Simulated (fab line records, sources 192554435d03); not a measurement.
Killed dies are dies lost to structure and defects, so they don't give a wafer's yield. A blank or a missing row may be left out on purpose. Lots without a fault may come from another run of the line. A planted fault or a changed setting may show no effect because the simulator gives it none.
Split-lot experiment | flow n5_finfet | 7 lots, 21 wafers read, on a route of 1938 steps

THE SPLIT
At N5_MOL_CONTACT_COAG_PECVD_31 (deposits SiO2 from TEOS/O2, target thk 46 nm, time 8.9 s), the setting time_s was moved away from the recipe's 8.9 s on 6 of the 21 wafers read, by -12.1% to +11.2%. The other wafers ran this setting at the recipe's value.

FROM THE SPLIT TO THE READING: what the file shows between them, 4 steps
- N5_MOL_CONTACT_COAG_COAT_75: time 60 s, resist thk 60 nm
- N5_MOL_CONTACT_COAG_COAT_76: time 60 s, resist thk 10 nm
- N5_MOL_CONTACT_COAG_ETCHBACK_135: etches SiO2 in CHF3, target depth 25 nm, time 16.7 s
- N5_MOL_CONTACT_COAG_STRIP_118: strips in CHF3

THE READING
etch.depth_nm (the simulator's own value, which no gauge read), in nm, at N5_MOL_CONTACT_COAG_VIA_ETCH_46 (etches SiO2 in C4F6/O2, target depth 46 nm, overetch 9.2 nm, time 40 s). The file gives no usual value for it. The 15 wafers here that ran the recipe average 45.72 nm, standard deviation 0.59 nm.

wafer  | tool, chamber at the split | time_s as run, s | against the recipe | etch.depth_nm, nm | against lot-mates on the recipe
L074.1 | pecvd-02, 0                | 8.9              | recipe             | 45.58             | -
L074.2 | pecvd-02, 1                | 8.9              | recipe             | 45.25             | -
L074.6 | pecvd-02, 2                | 8.9              | recipe             | 46.86             | -
L076.1 | pecvd-02, 2                | 9.899            | +11.2%             | 50.3              | +3.67
L076.2 | pecvd-02, 1                | 9.899            | +11.2%             | 50.32             | +3.69
L076.3 | pecvd-02, 1                | 8.9              | recipe             | 46.63             | -
L082.1 | pecvd-01, 1                | 8.9              | recipe             | 45.34             | -
L082.4 | pecvd-01, 0                | 8.9              | recipe             | 45.59             | -
L082.6 | pecvd-01, 1                | 8.9              | recipe             | 46.41             | -
L087.4 | pecvd-04, 0                | 7.826            | -12.1%             | 40.14             | -4.91
L087.5 | pecvd-04, 2                | 7.826            | -12.1%             | 39.84             | -5.21
L087.6 | pecvd-04, 1                | 8.9              | recipe             | 45.05             | -
L089.1 | pecvd-02, 0,2              | 8.9              | recipe             | 45.49             | -
L089.2 | pecvd-02, 0,2              | 8.9              | recipe             | 45.43             | -
L089.4 | pecvd-02, 1                | 9.507            | +6.8%              | 48.83             | +3.37
L094.1 | pecvd-01, 1                | 8.9              | recipe             | 44.64             | -
L094.3 | pecvd-01, 2                | 8.9              | recipe             | 45.6              | -
L094.5 | pecvd-01, 1                | 9.895            | +11.2%             | 51.04             | +5.92
L095.2 | pecvd-04, 0                | 8.9              | recipe             | 45.93             | -
L095.4 | pecvd-04, 1                | 8.9              | recipe             | 46.35             | -
L095.6 | pecvd-04, 1                | 8.9              | recipe             | 45.72             | -
Where a row lists several chambers, the file gives one row for several wafers and doesn't say which wafer went through which chamber.

THE FIT
A straight line over all 21 wafers: etch.depth_nm changes by +0.452 nm for each +1% of time_s; r = +0.98; the points scatter about the line by 0.56 nm.
The same after taking each lot's own level away (the mean of its wafers on the recipe; 21 wafers): +0.411 nm for each +1%; r = +0.97; scatter 0.59 nm.
On that fit, the largest move of time_s shifts the reading by 5 nm.
The lots' own levels span 45.050 to 46.630 nm, that is 2.7 times the standard deviation above.
So the lot-to-lot level changes the slope little: the two slopes agree.
Check: with one of the wafers moved furthest among these (-12.1%) left out of the fit, the line predicts -5 nm for it against its lot-mates. It came out at -4.91 nm against them.

OTHER SPLITS ON THESE WAFERS
These wafers also went through other splits before the reading. Each is held against what the fit with the lots' levels taken away leaves over:
other split on the same wafers        | wafers away from the commonest value | r with etch.depth_nm (lot level and that fit taken away)
N5_SD_EPI_P_EPI_21 time_s             | 6                                    | -0.12
N5_HKMG_FIN_COAT_06 spin_rpm          | 11                                   | -0.02
N5_GATE_CUT_COAT_34 spin_rpm          | 9                                    | +0.30
N5_GATE_CUT_EXPOSE_10 dose_mj         | 4                                    | -0.14
N5_GATE_CUT_CUT_ETCH_54 Cl2_flow_sccm | 3                                    | -0.05

THE WHOLE CHAIN: every reading that the file lists as answering this split, in the file's order
step                            | what it does                                                           | reading                                                                                   | change (the file's fit)               | r (the file's)
N5_MOL_CONTACT_COAG_PECVD_31    | deposits SiO2 from TEOS/O2, target thk 46 nm, time 8.9 s               | SiO2_of_MOL_CONTACT_COAG_PECVD_31.thk_nm (the simulator's own value, which no gauge read) | +0.431 nm for each +1% of the setting | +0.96
N5_MOL_CONTACT_COAG_VIA_ETCH_46 | etches SiO2 in C4F6/O2, target depth 46 nm, overetch 9.2 nm, time 40 s | etch.depth_nm (the simulator's own value, which no gauge read)                            | +0.432 nm for each +1% of the setting | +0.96

THE FILE'S OWN FIT
etch.depth_nm changes by +0.432 nm for each +1% of time_s, r = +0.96.
